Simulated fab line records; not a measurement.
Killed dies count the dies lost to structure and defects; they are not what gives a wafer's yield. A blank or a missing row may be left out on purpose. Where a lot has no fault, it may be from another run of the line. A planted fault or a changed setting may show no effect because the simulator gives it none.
Chamber matching ; flow nandHarc ; NHARC_P_BONDPAD_CMP_32 on cmp-01: 3 sister chambers
The step polishes SiCN, target thk 200 nm. 3 wafers are shown with their chamber, then 6 later ones without.

WAFERS, EACH WITH ITS CHAMBER
wafer;chamber;motorCurrentA (A)
L090.5;0;9.9
L091.5;2;12.9
L092.3;1;12.5

WAFERS WHOSE CHAMBER IS MISSING
wafer;motorCurrentA (A)
L092.4;13.0
L092.6;12.7
L094.3;12.7
L094.4;10.3
L097.3;10.8
L097.5;10.8

EACH ONE'S CHAMBER
wafer;from the rows above;in truth
L092.4;can't be placed: 2 or 1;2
L092.6;can't be placed: 1 or 2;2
L094.3;can't be placed: 1 or 2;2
L094.4;0;0
L097.3;can't be placed: 0 or 1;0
L097.5;can't be placed: 0 or 1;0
Correctly placed: 1 of 6. Not placeable from these rows: 5 (in 5, the candidates include the true chamber). Placed wrongly: 0.
How it was worked out, from the rows above alone: a wafer's distance from a chamber is the root of the sum, over the readings, of the square of ((its reading less the chamber's mean) divided by the reading's scatter). If the next closest chamber is less than 2 further off than the closest, the wafer can't be placed; otherwise it belongs to the closest. For every chamber, the mean is computed from those of its wafers that are shown. The scatter: with one shown wafer a chamber, the root of the mean of the squares of how far each hidden wafer lies from its nearest shown one.
